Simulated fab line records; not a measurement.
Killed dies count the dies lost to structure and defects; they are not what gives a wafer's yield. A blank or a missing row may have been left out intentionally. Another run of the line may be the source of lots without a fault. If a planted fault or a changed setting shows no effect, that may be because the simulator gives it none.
Problem report in the 8D (eight disciplines) form, filled by code + flow nand_harc + the parts of the form that need people (team, actions taken, sign-off) are left out

1. THE PROBLEM
heater_power_total_W at NHARC_P_ZERO_WELL_SOFTBAKE_06 reads a mean of 218.3 W on 6 wafers of 2 lots; wafers without a fault read 200.8 W with a standard deviation of 1.3. That puts it +13 standard deviations away from the usual mean.
The step: time 70 s.
Seen first at day 5 04:00 on litho_track-05, wafer L566.2. At this step, 36 wafers from 12 lots have a number in the record. Rule for "out", or "out of limits": more than 4 standard deviations from the usual mean. The other wafers with a number count as sound.

2. WHAT IT IS AND WHAT IT IS NOT
| question                    | is                     | is not                                                                                             |
|-----------------------------|------------------------|----------------------------------------------------------------------------------------------------|
| which readings at this step | heater_power_total_W   | -                                                                                                  |
| which lots                  | L566, L568             | L561, L562, L563, L564, L574, L576, L577, L579, L580, L581                                         |
| which wafers of those lots  | all that have a number | -                                                                                                  |
| read on which tools         | litho_track-05         | litho_track-02, litho_track-03                                                                     |
| when                        | from day 5 04:00       | up to then (12 sound wafers); but 18 sound wafers of L574, L576, L577, L579, L580, L581 came after |

3. WHAT RULES OUT EACH SUSPECT
Counting: any tool at a process step up to the reading is kept as a suspect provided that every lot that is out went through it and no sound lot did after the first of them.
- litho_track-05 at NHARC_P_ZERO_WELL_SOFTBAKE_06 (time 70 s): ruled out as a lasting fault. Following L566 (day 5 04:00), the first lot on it that is out, the sound lots L574, L577, L580 were run on it.
Left after counting: nothing in the record.

4. THE CAUSE (what the simulator had put in)
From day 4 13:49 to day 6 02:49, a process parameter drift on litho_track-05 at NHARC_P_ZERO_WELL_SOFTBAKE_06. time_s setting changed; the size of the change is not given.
Counting ruled it out, wrongly.

5. SEQUENCE OF EFFECTS, ordered by route
One row per reading whose mean, taken over the struck wafers that have a number, lies over 3 standard deviations from the usual. Only readings for which the record gives a usual standard deviation are gone through. hours: the time from each lot's start at the first step in this table that gives one to its start at this step, as a median over the lots. sigmas: the change in usual standard deviations.
| hours | step                          | reading              | usual   | on struck wafers | change | sigmas |
|-------|-------------------------------|----------------------|---------|------------------|--------|--------|
| 0     | NHARC_P_ZERO_WELL_SOFTBAKE_06 | heater_power_total_W | 200.8 W | 218.3            | +17.5  | +13    |
Process steps it contains:
- NHARC_P_ZERO_WELL_SOFTBAKE_06: time 70 s.
At these later measuring or inspecting steps, every struck wafer for which the step has a row has a number for every such reading, and none has moved that far: NHARC_P_ZERO_WELL_CD_MEAS_24.

6. HOW IT WOULD HAVE BEEN CAUGHT EARLIER
In this record the first reading out of limits was taken at day 5 04:00, 14 hours after the fault began at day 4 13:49.
